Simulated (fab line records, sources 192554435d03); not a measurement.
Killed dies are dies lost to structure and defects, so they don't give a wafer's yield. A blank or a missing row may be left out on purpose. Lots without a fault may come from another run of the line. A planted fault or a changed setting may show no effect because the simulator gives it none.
Which tool did it? | flow n5_finfet | 19 lots, 57 wafers sampled, at 4 steps of a route of 1938

WHAT THE GAUGES READ, wafer by wafer
N5_BEOL_M1_CD_MEAS_18: pitch 36 nm, target cd 18 nm. Usual: cd_nm 17.99 nm, standard deviation 0.26.
lot  | measured     | on        | cd_nm (nm)        | flag
L074 | day 6 10:02  | cd_sem-01 | 17.53 17.76 17.97 |
L075 | day 6 12:19  | cd_sem-02 | 17.99 17.76 18.17 |
L076 | day 6 15:40  | cd_sem-02 | 17.58 18.06 18.11 |
L077 | day 6 21:58  | cd_sem-03 | 18.04 18.19 17.82 |
L078 | day 7 00:14  | cd_sem-02 | 18.13 17.79 17.50 |
L080 | day 7 14:40  | cd_sem-03 | 18.02 18.00 17.82 |
L082 | day 8 06:25  | cd_sem-03 | 18.37 18.42 18.44 |
L083 | day 8 13:14  | cd_sem-02 | 18.43 18.29 17.73 |
L084 | day 8 17:49  | cd_sem-03 | 18.08 18.30 17.96 |
L085 | day 9 05:41  | cd_sem-03 | 17.72 18.10 17.98 |
L086 | day 9 09:30  | cd_sem-03 | 18.56 18.48 18.37 |
L087 | day 9 14:56  | cd_sem-03 | 17.99 18.20 17.80 |
L088 | day 9 15:04  | cd_sem-02 | 17.77 17.60 17.67 |
L090 | day 10 00:05 | cd_sem-01 | 17.49 18.07 18.03 |
L089 | day 10 00:16 | cd_sem-03 | 17.88 17.79 17.97 |
L092 | day 10 10:32 | cd_sem-02 | 18.32 17.75 17.87 |
L093 | day 10 19:58 | cd_sem-01 | 18.41 17.99 18.14 |
L094 | day 10 22:52 | cd_sem-02 | 18.12 18.03 17.87 |
L097 | day 11 15:41 | cd_sem-01 | 18.25 18.35 18.27 |

WHICH TOOL RAN EACH LOT (tool, then ch and the chambers of the sampled wafers, then the start)
lot  | N5_BEOL_M1_DESCUM_16               | N5_BEOL_M1_STRIP_66                | N5_BEOL_M1_STRIP_19
L074 | rie_diel-06 ch 0,2,3, day 6 09:36  | rie_diel-06 ch 0,2,3, day 6 09:48  | rie_diel-06 ch 0,1,2, day 6 09:58
L075 | rie_diel-01 ch 0,1, day 6 11:53    | rie_diel-01 ch 0,1, day 6 12:05    | rie_diel-06 ch 0,1, day 6 12:15
L076 | rie_diel-03 ch 1,2, day 6 15:14    | rie_diel-03 ch 1,2, day 6 15:26    | rie_diel-03 ch 0,3, day 6 15:35
L077 | rie_diel-06 ch 0,2,3, day 6 21:32  | rie_diel-06 ch 0,2,3, day 6 21:44  | rie_diel-03 ch 2,3, day 6 21:53
L078 | rie_diel-01 ch 0,1,2, day 6 23:49  | rie_diel-01 ch 0,1,2, day 7 00:01  | rie_diel-06 ch 1,2, day 7 00:10
L080 | rie_diel-06 ch 1,2,3, day 7 14:11  | rie_diel-06 ch 1,2,3, day 7 14:23  | rie_diel-01 ch 1,2, day 7 14:36
L082 | rie_diel-01 ch 0,3, day 8 05:54    | rie_diel-01 ch 0,3, day 8 06:06    | rie_diel-03 ch 1,2,3, day 8 06:20
L083 | rie_diel-06 ch 1,2,3, day 8 12:48  | rie_diel-06 ch 1,2,3, day 8 13:01  | rie_diel-06 ch 1,2, day 8 13:10
L084 | rie_diel-06 ch 2,3, day 8 17:19    | rie_diel-06 ch 2,3, day 8 17:31    | rie_diel-03 ch 0,2,3, day 8 17:44
L085 | rie_diel-03 ch 0,2,3, day 9 05:16  | rie_diel-03 ch 0,2,3, day 9 05:28  | rie_diel-03 ch 0,2,3, day 9 05:37
L086 | rie_diel-06 ch 1,2,3, day 9 09:04  | rie_diel-06 ch 1,2,3, day 9 09:17  | rie_diel-06 ch 2,3, day 9 09:26
L087 | rie_diel-03 ch 1,2,3, day 9 14:25  | rie_diel-03 ch 1,2,3, day 9 14:37  | rie_diel-03 ch 0,1,2, day 9 14:52
L088 | rie_diel-03 ch 1,3, day 9 14:38    | rie_diel-03 ch 1,3, day 9 14:51    | rie_diel-06 ch 1,3, day 9 15:00
L090 | rie_diel-06 ch 0,1,3, day 9 23:34  | rie_diel-06 ch 0,1,3, day 9 23:46  | rie_diel-03 ch 0,3, day 10 00:01
L089 | rie_diel-06 ch 0,3, day 9 23:50    | rie_diel-06 ch 0,3, day 10 00:02   | rie_diel-01 ch 2,3, day 10 00:11
L092 | rie_diel-06 ch 0,1, day 10 10:06   | rie_diel-06 ch 0,1, day 10 10:18   | rie_diel-06 ch 0,1,2, day 10 10:28
L093 | rie_diel-01 ch 1,2,3, day 10 19:28 | rie_diel-01 ch 1,2,3, day 10 19:40 | rie_diel-06 ch 0,1,3, day 10 19:53
L094 | rie_diel-01 ch 1,2,3, day 10 22:13 | rie_diel-01 ch 1,2,3, day 10 22:25 | rie_diel-06 ch 1,2,3, day 10 22:48
L097 | rie_diel-03 ch 1,2, day 11 15:15   | rie_diel-03 ch 1,2, day 11 15:28   | rie_diel-06 ch 0,3, day 11 15:37
- N5_BEOL_M1_DESCUM_16: chemistry O2, time 7 s.
- N5_BEOL_M1_STRIP_66: strips in CF4.
- N5_BEOL_M1_STRIP_19: strips in O2.

WHAT THE TOOLS THEMSELVES READ (means of the sampled wafers that have a number; where no wafer has one, the mark that the record gives instead)
N5_BEOL_M1_DESCUM_16. Usual: drypump_motor_current_A 5.5 A, standard deviation 0.31; o2_flow_sccm 225.0 sccm, standard deviation 0.73; oes_product_au 0.78 a.u., standard deviation 0.072; rf_vpp_V 242.9 V, standard deviation 1.5; showerhead_plenum_p_Torr 2.08 Torr, standard deviation 0.079; throttle_valve_pct 20.36 %, standard deviation 0.26.
lot  | tool        | drypump_motor_current_A (A) | o2_flow_sccm (sccm) | oes_product_au (a.u.) | rf_vpp_V (V) | showerhead_plenum_p_Torr (Torr) | throttle_valve_pct (%) | flag
L074 | rie_diel-06 | 5.5                         | 225.2               | 0.81                  | 243.7        | 2.11                            | 20.22                  |
L075 | rie_diel-01 | 5.3                         | 224.6               | 0.80                  | 245.1        | 2.14                            | 20.54                  |
L076 | rie_diel-03 | 5.2                         | 224.9               | 0.77                  | 241.7        | 1.98                            | 20.38                  |
L077 | rie_diel-06 | 5.5                         | 225.2               | 0.80                  | 243.2        | 2.11                            | 20.22                  |
L078 | rie_diel-01 | 5.5                         | 225.0               | 0.77                  | 243.2        | 2.12                            | 20.54                  |
L080 | rie_diel-06 | 5.7                         | 224.8               | 0.81                  | 244.0        | 2.11                            | 20.22                  |
L082 | rie_diel-01 | 5.3                         | 226.3               | 0.82                  | 242.0        | 2.08                            | 20.43                  |
L083 | rie_diel-06 | 5.7                         | 224.8               | 0.80                  | 243.3        | 2.10                            | 20.23                  |
L084 | rie_diel-06 | 5.4                         | 224.6               | 0.74                  | 242.3        | 2.05                            | 20.35                  |
L085 | rie_diel-03 | 5.5                         | 224.3               | 0.72                  | 242.7        | 2.08                            | 20.64                  |
L086 | rie_diel-06 | 5.7                         | 224.1               | 0.80                  | 242.4        | 2.10                            | 20.24                  |
L087 | rie_diel-03 | 5.4                         | 225.4               | 0.74                  | 240.8        | 2.03                            | 20.60                  |
L088 | rie_diel-03 | 5.5                         | 224.5               | 0.72                  | 243.0        | 2.02                            | 20.53                  |
L090 | rie_diel-06 | 5.5                         | 224.6               | 0.82                  | 243.0        | 2.08                            | 20.25                  |
L089 | rie_diel-06 | 5.4                         | 224.7               | 0.82                  | 243.5        | 2.08                            | 20.26                  |
L092 | rie_diel-06 | 5.6                         | 224.9               | 0.88                  | 244.0        | 2.13                            | 20.14                  |
L093 | rie_diel-01 | 5.7                         | 225.2               | 0.72                  | 243.5        | 2.08                            | 20.40                  |
L094 | rie_diel-01 | 5.7                         | 225.6               | 0.72                  | 242.6        | 2.08                            | 20.41                  |
L097 | rie_diel-03 | 5.3                         | 225.6               | 0.74                  | 242.3        | 2.03                            | 20.69                  |

N5_BEOL_M1_STRIP_66. Usual: drypump_motor_current_A 5.5 A, standard deviation 0.31; oes_product_au 0.77 a.u., standard deviation 0.064; rf_vpp_V 270.7 V, standard deviation 1.5; showerhead_plenum_p_Torr 1.78 Torr, standard deviation 0.061; throttle_valve_pct 13.54 %, standard deviation 0.27.
lot  | tool        | drypump_motor_current_A (A) | oes_product_au (a.u.) | rf_vpp_V (V) | showerhead_plenum_p_Torr (Torr) | throttle_valve_pct (%) | flag
L074 | rie_diel-06 | 5.5                         | 0.80                  | 270.9        | 1.81                            | 13.37                  |
L075 | rie_diel-01 | 5.3                         | 0.79                  | 271.9        | 1.83                            | 13.66                  |
L076 | rie_diel-03 | 5.2                         | 0.77                  | 268.6        | 1.71                            | 13.56                  |
L077 | rie_diel-06 | 5.5                         | 0.79                  | 271.6        | 1.80                            | 13.38                  |
L078 | rie_diel-01 | 5.4                         | 0.75                  | 271.9        | 1.82                            | 13.70                  |
L080 | rie_diel-06 | 5.7                         | 0.80                  | 271.8        | 1.81                            | 13.37                  |
L082 | rie_diel-01 | 5.3                         | 0.80                  | 271.1        | 1.79                            | 13.55                  |
L083 | rie_diel-06 | 5.7                         | 0.79                  | 271.2        | 1.81                            | 13.39                  |
L084 | rie_diel-06 | 5.4                         | 0.74                  | 270.2        | 1.77                            | 13.56                  |
L085 | rie_diel-03 | 5.5                         | 0.72                  | 271.1        | 1.78                            | 13.84                  |
L086 | rie_diel-06 | 5.7                         | 0.79                  | 271.1        | 1.80                            | 13.40                  |
L087 | rie_diel-03 | 5.4                         | 0.73                  | 270.6        | 1.74                            | 13.78                  |
L088 | rie_diel-03 | 5.5                         | 0.72                  | 270.2        | 1.73                            | 13.73                  |
L090 | rie_diel-06 | 5.5                         | 0.81                  | 271.1        | 1.78                            | 13.39                  |
L089 | rie_diel-06 | 5.3                         | 0.80                  | 271.0        | 1.78                            | 13.40                  |
L092 | rie_diel-06 | 5.7                         | 0.85                  | 271.9        | 1.82                            | 13.25                  |
L093 | rie_diel-01 | 5.6                         | 0.71                  | 270.3        | 1.78                            | 13.64                  |
L094 | rie_diel-01 | 5.7                         | 0.71                  | 271.0        | 1.78                            | 13.65                  |
L097 | rie_diel-03 | 5.3                         | 0.73                  | 269.9        | 1.74                            | 13.84                  |

N5_BEOL_M1_STRIP_19. Usual: drypump_motor_current_A 5.6 A, standard deviation 0.32; o2_flow_sccm 225.0 sccm, standard deviation 0.67; oes_product_au 0.79 a.u., standard deviation 0.076; rf_vpp_V 3.6 V, standard deviation 0.51; showerhead_plenum_p_Torr 2.09 Torr, standard deviation 0.075; throttle_valve_pct 16.58 %, standard deviation 0.25.
lot  | tool        | drypump_motor_current_A (A) | o2_flow_sccm (sccm) | oes_product_au (a.u.) | rf_vpp_V (V) | showerhead_plenum_p_Torr (Torr) | throttle_valve_pct (%) | flag
L074 | rie_diel-06 | 5.8                         | 224.7               | 0.89                  | 4.0          | 2.16                            | 16.34                  |
L075 | rie_diel-06 | 5.8                         | 225.2               | 0.93                  | 3.9          | 2.14                            | 16.33                  |
L076 | rie_diel-03 | 5.6                         | 225.3               | 0.72                  | 3.2          | 2.08                            | 16.69                  |
L077 | rie_diel-03 | 5.4                         | 224.5               | 0.74                  | 3.9          | 2.09                            | 17.08                  |
L078 | rie_diel-06 | 6.0                         | 225.4               | 0.84                  | 3.8          | 2.18                            | 16.36                  |
L080 | rie_diel-01 | 5.7                         | 224.0               | 0.73                  | 3.5          | 2.11                            | 16.81                  |
L082 | rie_diel-03 | 5.4                         | 225.2               | 0.74                  | 3.8          | 2.03                            | 16.84                  |
L083 | rie_diel-06 | 6.0                         | 225.3               | 0.87                  | 3.8          | 2.16                            | 16.36                  |
L084 | rie_diel-03 | 5.5                         | 225.1               | 0.72                  | 3.7          | 2.08                            | 16.91                  |
L085 | rie_diel-03 | 5.5                         | 225.1               | 0.71                  | 3.4          | 2.08                            | 16.90                  |
L086 | rie_diel-06 | 5.7                         | 224.9               | 0.76                  | 3.6          | 2.13                            | 16.52                  |
L087 | rie_diel-03 | 5.4                         | 225.6               | 0.74                  | 3.5          | 2.03                            | 16.72                  |
L088 | rie_diel-06 | 5.4                         | 224.5               | 0.78                  | 3.9          | 2.04                            | 16.61                  |
L090 | rie_diel-03 | 5.6                         | 225.3               | 0.71                  | 4.1          | 2.07                            | 16.73                  |
L089 | rie_diel-01 | 5.7                         | 224.4               | 0.73                  | 3.5          | 2.05                            | 16.71                  |
L092 | rie_diel-06 | 5.8                         | 225.0               | 0.85                  | 3.9          | 2.15                            | 16.39                  |
L093 | rie_diel-06 | 5.5                         | 224.9               | 0.82                  | 3.7          | 2.08                            | 16.51                  |
L094 | rie_diel-06 | 5.7                         | 224.7               | 0.79                  | 3.9          | 2.10                            | 16.51                  |
L097 | rie_diel-06 | 5.4                         | 224.7               | 0.81                  | 3.3          | 2.08                            | 16.53                  |

THE ANSWER, worked out from the rows above alone
Rule: a lot is off if the mean of its wafers that have a number lies more than 3 standard deviations from the usual mean. A lot without any number at a reading at which 4 lots or more have one is off too. The other lots that the step has rows for count as sound. The gauges are gone through in route order, then the tools' own readings, and for those a lot's mean is taken as printed above. The first step at which some lot is off is used, and at that step the reading that is off furthest; a lot without a number counts as furthest.
No lot is off at any reading shown: from this, nothing can be told.

WHAT THE SIMULATOR HAD PUT IN
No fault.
